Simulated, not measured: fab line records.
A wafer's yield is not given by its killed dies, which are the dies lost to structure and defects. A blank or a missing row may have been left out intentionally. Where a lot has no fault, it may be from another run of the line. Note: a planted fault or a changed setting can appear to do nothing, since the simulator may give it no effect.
Split-lot experiment / flow n5_finfet / 7 lots, 21 wafers read, on a route of 1938 steps

## SPLIT DETAILS
At N5_BEOL_M15_TRENCH_ETCH_34 (etches SiO2 in C4F8/O2/Ar, target depth 872.93 nm, time 199 s), the setting time_s was moved away from the recipe's 199 s on 8 of the 21 wafers read, by -19.0% to +21.6%. All remaining wafers had this setting at the recipe value.

## FROM THE SPLIT TO THE READING: what the file shows between them, 8 steps
- N5_BEOL_M15_SPUTTER_44: material Ta, target thk 15 nm, time 24.19 s (also split here: power_w)
- N5_BEOL_M15_SPUTTER_45: material Cu, target thk 100 nm, time 16.67 s
- N5_BEOL_M15_ECD_47: material Cu, target thk 1860 nm
- N5_BEOL_M15_ANNEAL_48: time 90 s
- N5_BEOL_M15_CMP_49: polishes, stops on SiO2, t overpolish 4.9 s, target thk 850 nm
- N5_BEOL_M15_THK_MEAS_50: measures by xrf
- N5_BEOL_M15_PRE_CLEAN_52: time 15 s
- N5_BEOL_M15_DEP_53: deposits SiCN from 3MS/NH3, target thk 50 nm, time 17.8 s

## THE READING
M15_RS in ohm/sq, measured at N5_BEOL_M15_RS_MEAS_54 by four-point-probe. A value of 0.0217 ohm/sq with a standard deviation of 0.00043 ohm/sq is what fault-free wafers of this fab line usually give.

wafer=L080.1; tool, chamber at the split=rie_diel-06, 2; time_s as run, s=170.6; against the recipe=-14.3%; M15_RS, ohm/sq=0.0256; against lot-mates on the recipe=+0.0038
wafer=L080.2; tool, chamber at the split=rie_diel-06, 0; time_s as run, s=170.6; against the recipe=-14.3%; M15_RS, ohm/sq=0.0253; against lot-mates on the recipe=+0.0035
wafer=L080.4; tool, chamber at the split=rie_diel-06, 0; time_s as run, s=199; against the recipe=recipe; M15_RS, ohm/sq=0.0218; against lot-mates on the recipe=-
wafer=L089.1; tool, chamber at the split=rie_diel-05, 0; time_s as run, s=242; against the recipe=+21.6%; M15_RS, ohm/sq=0.0175; against lot-mates on the recipe=-0.0039
wafer=L089.3; tool, chamber at the split=rie_diel-05, 1; time_s as run, s=242; against the recipe=+21.6%; M15_RS, ohm/sq=0.0172; against lot-mates on the recipe=-0.0042
wafer=L089.4; tool, chamber at the split=rie_diel-05, 2; time_s as run, s=199; against the recipe=recipe; M15_RS, ohm/sq=0.0214; against lot-mates on the recipe=-
wafer=L087.1; tool, chamber at the split=rie_diel-05, 3; time_s as run, s=238.9; against the recipe=+20.1%; M15_RS, ohm/sq=0.0179; against lot-mates on the recipe=-0.0037
wafer=L087.5; tool, chamber at the split=rie_diel-05, 3; time_s as run, s=199; against the recipe=recipe; M15_RS, ohm/sq=0.0216; against lot-mates on the recipe=-
wafer=L087.6; tool, chamber at the split=rie_diel-05, 2; time_s as run, s=199; against the recipe=recipe; M15_RS, ohm/sq=0.0216; against lot-mates on the recipe=-
wafer=L093.1; tool, chamber at the split=rie_diel-02, 2; time_s as run, s=199; against the recipe=recipe; M15_RS, ohm/sq=0.0214; against lot-mates on the recipe=-
wafer=L093.2; tool, chamber at the split=rie_diel-02, 1; time_s as run, s=161.2; against the recipe=-19.0%; M15_RS, ohm/sq=0.0274; against lot-mates on the recipe=+0.0061
wafer=L093.5; tool, chamber at the split=rie_diel-02, 3; time_s as run, s=199; against the recipe=recipe; M15_RS, ohm/sq=0.0212; against lot-mates on the recipe=-
wafer=L091.1; tool, chamber at the split=rie_diel-05, 1; time_s as run, s=199; against the recipe=recipe; M15_RS, ohm/sq=0.0212; against lot-mates on the recipe=-
wafer=L091.3; tool, chamber at the split=rie_diel-05, 2; time_s as run, s=161.1; against the recipe=-19.0%; M15_RS, ohm/sq=0.0268; against lot-mates on the recipe=+0.0056
wafer=L091.5; tool, chamber at the split=rie_diel-05, 1; time_s as run, s=199; against the recipe=recipe; M15_RS, ohm/sq=0.0211; against lot-mates on the recipe=-
wafer=L092.3; tool, chamber at the split=rie_diel-02, 3; time_s as run, s=199; against the recipe=recipe; M15_RS, ohm/sq=0.0213; against lot-mates on the recipe=-
wafer=L092.4; tool, chamber at the split=rie_diel-02, 2; time_s as run, s=199; against the recipe=recipe; M15_RS, ohm/sq=0.0216; against lot-mates on the recipe=-
wafer=L092.5; tool, chamber at the split=rie_diel-02, 2; time_s as run, s=199; against the recipe=recipe; M15_RS, ohm/sq=0.0215; against lot-mates on the recipe=-
wafer=L095.2; tool, chamber at the split=rie_diel-05, 2; time_s as run, s=199; against the recipe=recipe; M15_RS, ohm/sq=0.0214; against lot-mates on the recipe=-
wafer=L095.3; tool, chamber at the split=rie_diel-05, 1; time_s as run, s=223.9; against the recipe=+12.5%; M15_RS, ohm/sq=0.0186; against lot-mates on the recipe=-0.0026
wafer=L095.6; tool, chamber at the split=rie_diel-05, 1; time_s as run, s=199; against the recipe=recipe; M15_RS, ohm/sq=0.0211; against lot-mates on the recipe=-

FIT RESULTS
A straight line over all 21 wafers: M15_RS changes by -0.000235 ohm/sq for each +1% of time_s; r = -0.98; the points scatter about the line by 0.00056 ohm/sq.
The same after taking each lot's own level away (the mean of its wafers on the recipe; 21 wafers): -0.000234 ohm/sq for each +1%; r = -0.98; scatter 0.00054 ohm/sq.
The reading moves by 0.005 ohm/sq for the largest change in time_s, on that fit.
Measured against the standard deviation above, the lots' own levels, which go from 0.02115 to 0.02180 ohm/sq, span 1.5 times it.
Hence the lot-to-lot level has little effect on the slope; both slopes agree.
Check: for one of the wafers moved furthest among these (+21.6%), held out of the fit, the line's prediction against its lot-mates is -0.00496 ohm/sq. Against them it came out at -0.0039 ohm/sq.

## THESE WAFERS: OTHER SPLITS
Note: prior to the reading, these wafers also went through further splits. Each is held against what the fit with the lots' levels taken away leaves over:
other split on the same wafers=N5_BEOL_M13_TRENCH_ETCH_34 time_s; wafers away from the commonest value=7; r with M15_RS (lot level and that fit taken away)=+0.13
other split on the same wafers=N5_BEOL_M13_SPUTTER_43 power_w; wafers away from the commonest value=4; r with M15_RS (lot level and that fit taken away)=-0.06
other split on the same wafers=N5_BEOL_M14_ILD_DEP_00 time_s; wafers away from the commonest value=8; r with M15_RS (lot level and that fit taken away)=+0.03
other split on the same wafers=N5_BEOL_M15_SPUTTER_44 power_w; wafers away from the commonest value=8; r with M15_RS (lot level and that fit taken away)=-0.05

## THE WHOLE CHAIN: every reading that the file lists as answering this split, in the file's order
step=N5_BEOL_M15_TRENCH_ETCH_34; what it does=etches SiO2 in C4F8/O2/Ar, target depth 872.93 nm, time 199 s; reading=etch.depth_nm (the simulator's own value, which no gauge read); change (the file's fit)=+9.19 nm for each +1% of the setting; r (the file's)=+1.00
step=N5_BEOL_M15_TRENCH_ETCH_34; what it does=etches SiO2 in C4F8/O2/Ar, target depth 872.93 nm, time 199 s; reading=coat_of_BEOL_M15_COAT_22.thk_nm (the simulator's own value, which no gauge read); change (the file's fit)=-1.91 nm for each +1% of the setting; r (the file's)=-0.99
step=N5_BEOL_M15_CMP_49; what it does=polishes, stops on SiO2, t overpolish 4.9 s, target thk 850 nm; reading=Cu_of_BEOL_M15_ECD_47.thk_nm (the simulator's own value, which no gauge read); change (the file's fit)=+9.22 nm for each +1% of the setting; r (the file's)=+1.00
step=N5_BEOL_M15_THK_MEAS_50; what it does=measures by xrf; reading=M15_THK; change (the file's fit)=+9.44 for each +1% of the setting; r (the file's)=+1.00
step=N5_BEOL_M15_RS_MEAS_54; what it does=measures by four-point-probe; reading=M15_RS; change (the file's fit)=-0.000241 for each +1% of the setting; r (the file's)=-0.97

## THE FILE'S OWN FIT
M15_RS changes by -0.000241 ohm/sq for each +1% of time_s, r = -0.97.
